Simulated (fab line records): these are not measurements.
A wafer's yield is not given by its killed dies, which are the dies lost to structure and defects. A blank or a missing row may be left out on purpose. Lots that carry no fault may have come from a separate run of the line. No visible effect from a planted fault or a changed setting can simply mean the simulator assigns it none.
What tool caused it? ; flow nand_harc ; 33 wafers from 11 lots sampled at 7 of the route's 1159 steps

WHAT THE GAUGES READ, wafer by wafer
NHARC_P_BONDPAD_OVL_MEAS_38. Usual: overlay_x_nm 1 nm, standard deviation 7.5; overlay_y_nm -1 nm, standard deviation 4.3.
lot;measured;on;overlay_x_nm (nm);overlay_y_nm (nm);flag
L136;day 7 10:52;overlay-01;7 7 7;6 6 6;
L137;day 7 11:17;overlay-02;-4 -4 -4;-9 -9 -9;
L139;day 8 00:40;overlay-01;-4 -4 -4;5 4 4;
L140;day 8 13:07;overlay-01;1 0 0;-2 -2 -2;
L145;day 9 13:36;overlay-02;-14 -14 -14;-1 -1 -1;
L147;day 10 04:05;overlay-02;1 1 1;-9 -9 -10;
L149;day 10 13:18;overlay-02;2 2 2;2 1 1;
L150;day 10 22:03;overlay-02;-3 -3 -3;3 4 3;
L151;day 11 12:55;overlay-01;-2 -2 -1;-3 -3 -3;
L154;day 11 14:25;overlay-01;1 2 1;7 7 6;
L155;day 11 20:17;overlay-02;-2 -3 -3;0 -1 0;

NHARC_A_ZERO_WELL_INSPECT_17. Usual: raw_defect_count reads 13 (standard deviation 6.4).
lot;measured;on;raw_defect_count;flag
L136;day 7 16:22;defect_inspect-02;12 21 15;
L137;day 7 16:55;defect_inspect-02;13 8 8;
L139;day 8 06:16;defect_inspect-01;8 12 8;
L140;day 8 18:35;defect_inspect-02;20 24 17;
L145;day 9 19:25;defect_inspect-01;22 20 18;
L147;day 10 09:37;defect_inspect-01;16 410 14;OFF
L149;day 10 18:50;defect_inspect-02;25 14 489;OFF
L150;day 11 03:41;defect_inspect-02;19 14 7;
L151;day 11 18:26;defect_inspect-02;22 10 9;
L154;day 11 19:56;defect_inspect-02;13 9 11;
L155;day 12 01:46;defect_inspect-02;9 14 9;

NHARC_A_SOURCE_PLATE_INSPECT_08. Usual: raw_defect_count reads 70 (standard deviation 27).
lot;measured;on;raw_defect_count;flag
L136;day 8 12:41;defect_inspect-02;56 49 54;
L137;day 8 12:41;defect_inspect-02;47 29 64;
L139;day 9 09:05;defect_inspect-01;77 41 77;
L140;day 9 18:44;defect_inspect-01;63 48 60;
L145;day 10 15:25;defect_inspect-01;72 90 79;
L147;day 11 06:55;defect_inspect-02;86 531 65;OFF
L149;day 11 15:42;defect_inspect-02;51 44 518;OFF
L150;day 11 23:45;defect_inspect-02;44 44 43;
L151;day 12 16:03;defect_inspect-01;65 44 57;
L154;day 12 16:04;defect_inspect-02;56 101 64;
L155;day 12 22:23;defect_inspect-02;83 143 74;

NHARC_END_SORT_01. Usual: killed_at_array 27, standard deviation 12; killed_at_other 0.9, standard deviation 1.1; killed_at_periphery 3.2, standard deviation 2.4; killed_dies 31, standard deviation 12; killed_open 3.3, standard deviation 1.7; killed_short 2.0, standard deviation 1.6.
lot;measured;on;killed_at_array;killed_at_other;killed_at_periphery;killed_dies;killed_open;killed_short;flag
L147;day 25 10:55;prober-01;20 82 37;3 2 0;4 0 2;27 84 39;2 2 0;1 1 1;
L149;day 26 02:29;prober-02;29 33 88;3 1 1;3 2 3;35 36 92;4 4 3;2 0 2;

EACH LOT AND THE TOOL THAT RAN IT (in order: tool; ch and the chambers of the sampled wafers; start)
lot;NHARC_P_M1_PRE_CLEAN_32;NHARC_P_M2_STRIP_18;NHARC_A_ZERO_WELL_ETCH_19
L136;pecvd-03 ch 0,1,2, day 7 04:49;rie_diel-03 ch 0,1,2, day 7 06:47;rie_diel-08 ch 0,1, day 7 15:08
L137;pecvd-03 ch 1,2, day 7 05:25;rie_diel-03 ch 1,2, day 7 07:19;rie_diel-08 ch 0,1,3, day 7 15:41
L139;pecvd-01 ch 0,1,2, day 7 18:42;rie_diel-13 ch 0,2, day 7 20:35;rie_diel-08 ch 1,2,3, day 8 04:53
L140;pecvd-04 ch 0,1,2, day 8 07:17;rie_diel-13 ch 0,1,3, day 8 09:11;rie_diel-01 ch 0,1,2, day 8 17:22
L145;pecvd-03 ch 0,2, day 9 07:39;rie_diel-13 ch 0,1,2, day 9 09:32;rie_diel-10 ch 0,2,3, day 9 18:10
L147;pecvd-04 ch 0,1, day 9 21:26;rie_diel-13 ch 1,3, day 9 23:21;rie_diel-08 ch 0,3, day 10 08:22
L149;pecvd-04 ch 0,1,2, day 10 07:20;rie_diel-03 ch 0,1,3, day 10 09:14;rie_diel-08 ch 0,1,2, day 10 17:38
L150;pecvd-03 ch 1,2, day 10 12:53;rie_diel-03 ch 1,2,3, day 10 14:58;rie_diel-01 ch 0,1,3, day 11 02:25
L151;pecvd-04 ch 0,1,2, day 11 06:52;rie_diel-13 ch 0,1,3, day 11 08:52;rie_diel-01 ch 0,1,2, day 11 17:10
L154;pecvd-03 ch 0,1, day 11 08:34;rie_diel-03 ch 0,2,3, day 11 10:25;rie_diel-01 ch 0,1,2, day 11 18:44
L155;pecvd-03 ch 0,2, day 11 14:28;rie_diel-13 ch 1,2,3, day 11 16:23;rie_diel-01 ch 0,2,3, day 12 00:35
- NHARC_P_M1_PRE_CLEAN_32: time 12 s.
- NHARC_P_M2_STRIP_18: strips in N2/H2.
- NHARC_A_ZERO_WELL_ETCH_19: etches the open film in N2/H2, target depth 80 nm, overetch 24 nm, time 87.88 s.

AS READ BY THE TOOLS THEMSELVES (means over the sampled wafers that have a number; for cases with no such wafer, the mark the record gives instead)
NHARC_P_M1_PRE_CLEAN_32. Usual: heater_power_w 656 W, standard deviation 56; rf_fwd_power_W 292.6 W, standard deviation 0.94.
lot;tool;heater_power_w (W);rf_fwd_power_W (W);flag
L136;pecvd-03;663;293.2;
L137;pecvd-03;677;292.6;
L139;pecvd-01;709;292.2;
L140;pecvd-04;591;292.6;
L145;pecvd-03;671;292.3;
L147;pecvd-04;575;293.2;
L149;pecvd-04;620;292.1;
L150;pecvd-03;678;291.8;
L151;pecvd-04;628;293.5;
L154;pecvd-03;708;292.0;
L155;pecvd-03;614;293.0;

NHARC_P_M2_STRIP_18. Usual: for drypump_motor_current_A, 5.8 A with a standard deviation of 0.34; for h2_flow_sccm, 150.0 sccm with a standard deviation of 0.43; for oes_product_au, 0.999 a.u. with a standard deviation of 0.011; for rf_fwd_power_W, 997 W with a standard deviation of 3.2; for rf_vpp_V, 90.7 V with a standard deviation of 0.95; for showerhead_plenum_p_Torr, 2.05 Torr with a standard deviation of 0.086; for throttle_valve_pct, 14.171 % with a standard deviation of 0.0091.
lot;tool;drypump_motor_current_A (A);h2_flow_sccm (sccm);oes_product_au (a.u.);rf_fwd_power_W (W);rf_vpp_V (V);showerhead_plenum_p_Torr (Torr);throttle_valve_pct (%);flag
L136;rie_diel-03;5.9;149.7;1.004;997;90.2;2.04;14.170;
L137;rie_diel-03;5.8;150.1;1.007;1002;90.0;2.00;14.170;
L139;rie_diel-13;5.9;150.0;0.993;997;90.8;1.98;14.175;
L140;rie_diel-13;5.7;150.1;0.988;996;91.0;2.09;14.173;
L145;rie_diel-13;5.6;149.5;1.000;996;90.8;2.02;14.170;
L147;rie_diel-13;5.9;150.0;0.990;998;90.7;2.11;14.168;
L149;rie_diel-03;5.9;149.6;1.012;996;89.9;2.09;14.169;
L150;rie_diel-03;5.7;150.2;0.995;1000;90.3;2.05;14.173;
L151;rie_diel-13;5.7;149.7;0.991;997;90.9;2.09;14.183;
L154;rie_diel-03;5.9;150.2;0.999;994;91.3;2.01;14.179;
L155;rie_diel-13;5.8;150.0;0.992;998;91.2;2.05;14.181;

NHARC_A_ZERO_WELL_ETCH_19. Usual: for drypump_motor_current_A, 5.7 A with a standard deviation of 0.35; for h2_flow_sccm, 150.0 sccm with a standard deviation of 0.47; for oes_product_au, 1.000 a.u. with a standard deviation of 0.012; for rf_fwd_power_W, 397.0 W with a standard deviation of 1.7; for rf_vpp_V, 429.9 V with a standard deviation of 2.9; for showerhead_plenum_p_Torr, 2.02 Torr with a standard deviation of 0.1; for throttle_valve_pct, 14.172 % with a standard deviation of 0.0092.
lot;tool;drypump_motor_current_A (A);h2_flow_sccm (sccm);oes_product_au (a.u.);rf_fwd_power_W (W);rf_vpp_V (V);showerhead_plenum_p_Torr (Torr);throttle_valve_pct (%);flag
L136;rie_diel-08;5.8;149.7;1.009;395.6;431.0;2.04;14.177;
L137;rie_diel-08;5.7;149.7;1.003;397.8;429.0;2.02;14.171;
L139;rie_diel-08;5.8;149.8;0.996;397.1;429.6;2.04;14.171;
L140;rie_diel-01;5.2;149.9;0.997;395.3;431.6;2.06;14.170;
L145;rie_diel-10;5.8;149.9;1.006;397.6;429.6;2.02;14.176;
L147;rie_diel-08;5.6;149.9;0.996;397.1;427.7;1.92;14.172;
L149;rie_diel-08;5.9;149.8;0.997;396.2;431.7;2.06;14.161;
L150;rie_diel-01;5.3;150.0;1.011;396.8;429.3;1.99;14.169;
L151;rie_diel-01;5.3;150.2;0.992;398.4;431.2;2.06;14.173;
L154;rie_diel-01;5.3;150.0;0.997;396.4;430.7;2.06;14.167;
L155;rie_diel-01;5.4;149.7;0.996;396.7;431.9;2.07;14.170;

THE ANSWER, worked out from the rows above alone
Rule: a lot is off if the mean of its wafers that have a number lies more than 3 standard deviations from the usual mean. A lot without any number at a reading at which 4 lots or more have one is off too. Any other lot the step has rows for is counted as sound. After the gauges, taken in route order, come the tools' own readings; for these a lot's mean is taken, as printed above. The first step at which some lot is off is used, and at that step the reading that is off furthest; a lot without a number counts as furthest.
Off at NHARC_A_ZERO_WELL_INSPECT_17 (raw_defect_count): L147, L149.
A tool fits if, at a process step before that reading, it ran every lot that is off, and no sound lot after the first of them. Gauges at NHARC_A_ZERO_WELL_INSPECT_17: tried the same way as those tools. One candidate fits, namely rie_diel-08 at NHARC_A_ZERO_WELL_ETCH_19. A fault onset in the window from L139 (day 8 04:53, its last sound lot) to L147 (day 10 08:22, its first lot off) fits.

WHAT THE SIMULATOR HAD PUT IN
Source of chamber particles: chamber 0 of rie_diel-08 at NHARC_A_ZERO_WELL_ETCH_19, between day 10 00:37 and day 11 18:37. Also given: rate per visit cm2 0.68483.
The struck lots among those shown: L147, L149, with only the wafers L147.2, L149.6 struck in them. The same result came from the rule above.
